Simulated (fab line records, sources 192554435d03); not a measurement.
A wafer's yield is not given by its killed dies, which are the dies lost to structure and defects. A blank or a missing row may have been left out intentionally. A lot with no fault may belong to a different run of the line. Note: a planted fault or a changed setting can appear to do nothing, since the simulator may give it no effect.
What tool caused it? + flow n5 finfet + Sampling: 7 lots, 21 wafers, 9 of 1938 route steps

WHAT THE GAUGES SHOWED, per wafer
N5_DUMMY_GATE_CD_MEAS_50: target cd 14 nm. Usual: cd nm reads 13.9 nm (standard deviation 0.37).
| lot  | measured    | on        | cd nm (nm)     | flag |
|------|-------------|-----------|----------------|------|
| L596 | day 3 21:39 | cd sem-03 | 14.0 13.9 14.2 |      |
| L599 | day 4 11:38 | cd sem-02 | 13.4 13.6 13.8 |      |
| L600 | day 4 19:09 | cd sem-02 | 13.7 14.1 14.0 |      |
| L604 | day 5 21:50 | cd sem-02 | 14.0 12.9 13.8 |      |
| L614 | day 8 04:34 | cd sem-01 | 14.5 14.4 14.0 |      |
| L615 | day 8 10:06 | cd sem-02 | 13.7 14.4 13.4 |      |
| L616 | day 8 16:40 | cd sem-01 | 14.0 13.6 13.9 |      |

N5_DUMMY_GATE_INSPECT_27: inspects for defects (brightfield). Usual: raw defect count reads 283 (standard deviation 84).
| lot  | measured    | on                | raw defect count | flag |
|------|-------------|-------------------|------------------|------|
| L596 | day 3 22:26 | defect inspect-01 | 197 156 213      |      |
| L599 | day 4 12:27 | defect inspect-01 | 276 167 186      |      |
| L600 | day 4 20:02 | defect inspect-01 | 648 613 569      | OFF  |
| L604 | day 5 22:50 | defect inspect-02 | 596 601 599      | OFF  |
| L614 | day 8 05:20 | defect inspect-01 | 279 405 301      |      |
| L615 | day 8 10:53 | defect inspect-02 | 159 255 222      |      |
| L616 | day 8 17:30 | defect inspect-02 | 348 441 332      |      |

N5_SPACER0_INSPECT_04: inspects for defects (darkfield). Usual: raw defect count reads 129 (standard deviation 33).
| lot  | measured    | on                | raw defect count | flag |
|------|-------------|-------------------|------------------|------|
| L596 | day 3 23:02 | defect inspect-01 | 132 95 124       |      |
| L599 | day 4 13:04 | defect inspect-01 | 154 83 116       |      |
| L600 | day 4 22:21 | defect inspect-01 | 507 482 498      | OFF  |
| L604 | day 5 23:32 | defect inspect-01 | 430 451 435      | OFF  |
| L614 | day 8 05:57 | defect inspect-02 | 154 168 157      |      |
| L615 | day 8 11:29 | defect inspect-01 | 61 97 122        |      |
| L616 | day 8 18:06 | defect inspect-01 | 114 160 119      |      |

N5_SD_EPI_N_INSPECT_11: inspects for defects (macro). Usual: raw defect count reads 2.0 (standard deviation 1.5).
| lot  | measured    | on                | raw defect count | flag |
|------|-------------|-------------------|------------------|------|
| L596 | day 3 23:22 | defect inspect-01 | 2 4 2            |      |
| L599 | day 4 13:31 | defect inspect-01 | 3 3 4            |      |
| L600 | day 4 22:41 | defect inspect-01 | >300 >300 >300   | OFF  |
| L604 | day 5 23:52 | defect inspect-02 | >300 >300 >300   | OFF  |
| L614 | day 8 06:24 | defect inspect-02 | 2 2 1            |      |
| L615 | day 8 11:57 | defect inspect-02 | 1 4 2            |      |
| L616 | day 8 18:34 | defect inspect-02 | 2 3 2            |      |

N5_SD_EPI_N_INSPECT_26: inspects for defects (darkfield). Usual: raw defect count reads 193 (standard deviation 40).
| lot  | measured    | on                | raw defect count | flag |
|------|-------------|-------------------|------------------|------|
| L596 | day 4 03:27 | defect inspect-01 | 162 158 183      |      |
| L599 | day 4 18:02 | defect inspect-01 | 205 133 205      |      |
| L600 | day 5 03:55 | defect inspect-01 | 542 523 550      | OFF  |
| L604 | day 6 04:00 | defect inspect-02 | 482 527 541      | OFF  |
| L614 | day 8 11:16 | defect inspect-01 | 197 189 190      |      |
| L615 | day 8 16:09 | defect inspect-02 | 119 149 205      |      |
| L616 | day 8 23:09 | defect inspect-02 | 189 213 208      |      |

N5_BEOL_M4_RC_MEAS_101. Usual: DIBL_N 36.3 mV/V, standard deviation 1.6; DIBL_P 36.4 mV/V, standard deviation 2.1; IOFF_N 0.16 nA/um, standard deviation 0.032; IOFF_P 0.22 nA/um, standard deviation 0.044; ION_N 675 uA/um, standard deviation 12; ION_P 463 uA/um, standard deviation 8.3; SS_N 71.6 mV/dec, standard deviation 0.64; SS_P 73.3 mV/dec, standard deviation 0.67; VT_N 250 mV, standard deviation 3.3; VT_P -250 mV, standard deviation 3.7.
| lot  | measured     | on        | DIBL_N (mV/V)  | DIBL_P (mV/V)  | IOFF_N (nA/um) | IOFF_P (nA/um) | ION_N (uA/um) | ION_P (uA/um) | SS_N (mV/dec)  | SS_P (mV/dec)  | VT_N (mV)   | VT_P (mV)      | flag |
|------|--------------|-----------|----------------|----------------|----------------|----------------|---------------|---------------|----------------|----------------|-------------|----------------|------|
| L596 | day 10 10:26 | prober-02 | 38.8 35.0 36.4 | 38.2 33.1 35.1 | 0.18 0.12 0.15 | 0.23 0.16 0.20 | 684 666 686   | 466 455 464   | 71.7 70.6 71.9 | 73.9 73.1 73.5 | 252 256 251 | -247 -255 -251 |      |
| L599 | day 10 15:55 | prober-01 | 35.5 35.7 34.7 | 36.4 36.0 34.5 | 0.16 0.15 0.13 | 0.22 0.21 0.18 | 679 668 663   | 465 457 451   | 71.4 71.8 71.7 | 73.5 72.9 73.5 | 248 251 253 | -251 -248 -250 |      |
| L600 | day 11 12:28 | prober-01 | 36.8 36.9 37.2 | 38.9 38.7 40.1 | 0.19 0.19 0.20 | 0.26 0.26 0.29 | 690 682 697   | 472 471 486   | 71.3 71.8 71.9 | 74.1 73.6 74.9 | 249 249 247 | -248 -248 -245 |      |
| L604 | day 12 23:00 | prober-02 | 33.7 38.6 35.6 | 32.9 38.7 35.8 | 0.13 0.22 0.17 | 0.20 0.29 0.26 | 674 694 696   | 469 472 479   | 71.2 72.7 71.5 | 71.8 74.4 73.3 | 250 243 249 | -247 -245 -244 |      |
| L614 | day 15 14:51 | prober-02 | 35.6 34.9 36.8 | 35.1 34.2 35.7 | 0.12 0.12 0.14 | 0.18 0.17 0.19 | 648 672 667   | 450 464 461   | 71.4 70.7 70.9 | 73.4 73.2 72.4 | 255 254 252 | -253 -251 -253 |      |
| L615 | day 15 18:29 | prober-02 | 35.4 34.7 40.7 | 36.1 35.6 41.8 | 0.13 0.13 0.24 | 0.16 0.16 0.26 | 665 662 697   | 456 456 463   | 71.8 71.1 73.0 | 72.6 73.2 74.2 | 254 252 245 | -253 -256 -247 |      |
| L616 | day 16 21:25 | prober-01 | 35.7 37.1 35.8 | 34.9 36.6 35.0 | 0.15 0.17 0.15 | 0.21 0.23 0.21 | 665 670 680   | 459 462 463   | 71.9 72.6 72.4 | 72.9 73.0 72.9 | 250 248 253 | -250 -248 -251 |      |

WHICH TOOL RAN EACH LOT (tool, then ch and the chambers of the sampled wafers, then the start)
| lot  | N5_DUMMY_GATE_ETCH_37             | N5_DUMMY_GATE_HM_OPEN_21          | N5_DUMMY_GATE_STRIP_48            |
|------|-----------------------------------|-----------------------------------|-----------------------------------|
| L596 | rie diel-01 ch 0,3, day 3 21:25   | rie diel-05 ch 2,3, day 3 21:47   | rie diel-05 ch 0,2,3, day 3 22:14 |
| L599 | rie diel-01 ch 1,2, day 4 11:24   | rie diel-05 ch 0,3, day 4 11:46   | rie diel-01 ch 0,2, day 4 12:16   |
| L600 | rie diel-05 ch 0,1,2, day 4 18:48 | rie diel-05 ch 0,1,3, day 4 19:17 | rie diel-01 ch 0,1,2, day 4 19:45 |
| L604 | rie diel-01 ch 1,3, day 5 21:36   | rie diel-05 ch 1,3, day 5 22:10   | rie diel-04 ch 0,1, day 5 22:38   |
| L614 | rie diel-04 ch 0,2,3, day 8 04:20 | rie diel-04 ch 0,1,2, day 8 04:42 | rie diel-04 ch 0,2,3, day 8 05:10 |
| L615 | rie diel-01 ch 1,2,3, day 8 09:52 | rie diel-05 ch 0,1,3, day 8 10:14 | rie diel-05 ch 0,1,2, day 8 10:41 |
| L616 | rie diel-01 ch 0,1, day 8 16:25   | rie diel-04 ch 0,1, day 8 16:47   | rie diel-01 ch 1,2,3, day 8 17:19 |
- N5_DUMMY_GATE_ETCH_37: etches SOC in N2/H2, target depth 60 nm, overetch 30 nm.
- N5_DUMMY_GATE_HM_OPEN_21: chemistry CH3F/O2, target SiNx, target depth 120 nm, time 171.4 s.
- N5_DUMMY_GATE_STRIP_48: strips in N2/H2, time 20 s.

AS READ BY THE TOOLS THEMSELVES (means over the sampled wafers that have a number; for cases with no such wafer, the mark the record gives instead)
N5_DUMMY_GATE_ETCH_37. Usual: drypump motor current A 5.8 A, standard deviation 0.5; h2 flow sccm 199.9 sccm, standard deviation 0.59; oes product au 0.64 a.u., standard deviation 0.074; rf vpp V 524.6 V, standard deviation 2.1; showerhead plenum p Torr 2.57 Torr, standard deviation 0.08; throttle valve pct 17.85 %, standard deviation 0.26.
| lot  | tool        | drypump motor current A (A) | h2 flow sccm (sccm) | oes product au (a.u.) | rf vpp V (V) | showerhead plenum p Torr (Torr) | throttle valve pct (%) | flag |
|------|-------------|-----------------------------|---------------------|-----------------------|--------------|---------------------------------|------------------------|------|
| L596 | rie diel-01 | 6.3                         | 200.1               | 0.55                  | 523.9        | 2.54                            | 18.17                  |      |
| L599 | rie diel-01 | 5.8                         | 200.0               | 0.63                  | 526.2        | 2.63                            | 17.71                  |      |
| L600 | rie diel-05 | 5.4                         | 200.6               | 0.65                  | 525.5        | 2.61                            | 17.89                  |      |
| L604 | rie diel-01 | 6.2                         | 199.4               | 0.69                  | 524.5        | 2.54                            | 17.66                  |      |
| L614 | rie diel-04 | 5.7                         | 199.9               | 0.58                  | 522.2        | 2.50                            | 17.95                  |      |
| L615 | rie diel-01 | 5.9                         | 200.5               | 0.65                  | 524.2        | 2.57                            | 17.71                  |      |
| L616 | rie diel-01 | 6.2                         | 200.3               | 0.56                  | 525.7        | 2.62                            | 18.00                  |      |

N5_DUMMY_GATE_HM_OPEN_21. Usual: drypump motor current A 5.6 A, standard deviation 0.44; oes_o_777_au 0.82 a.u., standard deviation 0.081; oes product au 0.81 a.u., standard deviation 0.084; rf vpp V 297 V, standard deviation 6; showerhead plenum p Torr 2.02 Torr, standard deviation 0.059; throttle valve pct 16.50 %, standard deviation 0.21.
| lot  | tool        | drypump motor current A (A) | oes_o_777_au (a.u.) | oes product au (a.u.) | rf vpp V (V) | showerhead plenum p Torr (Torr) | throttle valve pct (%) | flag |
|------|-------------|-----------------------------|---------------------|-----------------------|--------------|---------------------------------|------------------------|------|
| L596 | rie diel-05 | 5.2                         | 0.90                | 0.89                  | 294          | 1.98                            | 16.35                  |      |
| L599 | rie diel-05 | 4.8                         | 0.82                | 0.79                  | 296          | 2.06                            | 16.48                  |      |
| L600 | rie diel-05 | 5.2                         | 0.88                | 0.87                  | 296          | 2.07                            | 16.47                  |      |
| L604 | rie diel-05 | 5.3                         | 0.91                | 0.90                  | 296          | 2.04                            | 16.39                  |      |
| L614 | rie diel-04 | 5.7                         | 0.78                | 0.77                  | 295          | 1.97                            | 16.50                  |      |
| L615 | rie diel-05 | 5.2                         | 0.84                | 0.82                  | 296          | 2.07                            | 16.53                  |      |
| L616 | rie diel-04 | 5.7                         | 0.81                | 0.80                  | 299          | 1.98                            | 16.53                  |      |

N5_DUMMY_GATE_STRIP_48. Usual: drypump motor current A 5.6 A, standard deviation 0.51; h2 flow sccm 300.1 sccm, standard deviation 0.98; oes product au 0.81 a.u., standard deviation 0.09; rf vpp V 45.3 V, standard deviation 0.87; showerhead plenum p Torr 3.40 Torr, standard deviation 0.12; throttle valve pct 12.23 %, standard deviation 0.27.
| lot  | tool        | drypump motor current A (A) | h2 flow sccm (sccm) | oes product au (a.u.) | rf vpp V (V) | showerhead plenum p Torr (Torr) | throttle valve pct (%) | flag |
|------|-------------|-----------------------------|---------------------|-----------------------|--------------|---------------------------------|------------------------|------|
| L596 | rie diel-05 | 5.1                         | 299.6               | 0.83                  | 45.4         | 3.36                            | 12.10                  |      |
| L599 | rie diel-01 | 5.5                         | 300.1               | 0.85                  | 44.6         | 3.47                            | 12.19                  |      |
| L600 | rie diel-01 | 5.8                         | 300.8               | 0.78                  | 45.8         | 3.48                            | 12.29                  |      |
| L604 | rie diel-04 | 5.8                         | 299.8               | 0.83                  | 44.9         | 3.32                            | 12.23                  |      |
| L614 | rie diel-04 | 5.7                         | 299.7               | 0.73                  | 45.6         | 3.31                            | 12.39                  |      |
| L615 | rie diel-05 | 5.4                         | 300.0               | 0.79                  | 45.0         | 3.44                            | 12.28                  |      |
| L616 | rie diel-01 | 5.9                         | 299.9               | 0.82                  | 45.1         | 3.41                            | 12.09                  |      |

THE ANSWER, worked out from the rows above alone
Rule: take the mean of a lot's wafers that have a number; if it is more than 3 standard deviations from the usual mean, the lot is off. A lot without any number at a reading at which 4 lots or more have one is off too. All remaining lots with rows at the step are treated as sound. After the gauges, taken in route order, come the tools' own readings; for these a lot's mean is taken, as printed above. The first step at which some lot is off is used, and at that step the reading that is off furthest; a lot without a number counts as furthest.
Off, at N5_DUMMY_GATE_INSPECT_27 on raw defect count: L600, L604.
If a tool, at a process step before that reading, ran all the lots that are off and no sound lot after the first of them, it fits. Gauges at N5_DUMMY_GATE_INSPECT_27: tried the same way as those tools. No candidate that was tried fits.

WHAT THE SIMULATOR PUT IN
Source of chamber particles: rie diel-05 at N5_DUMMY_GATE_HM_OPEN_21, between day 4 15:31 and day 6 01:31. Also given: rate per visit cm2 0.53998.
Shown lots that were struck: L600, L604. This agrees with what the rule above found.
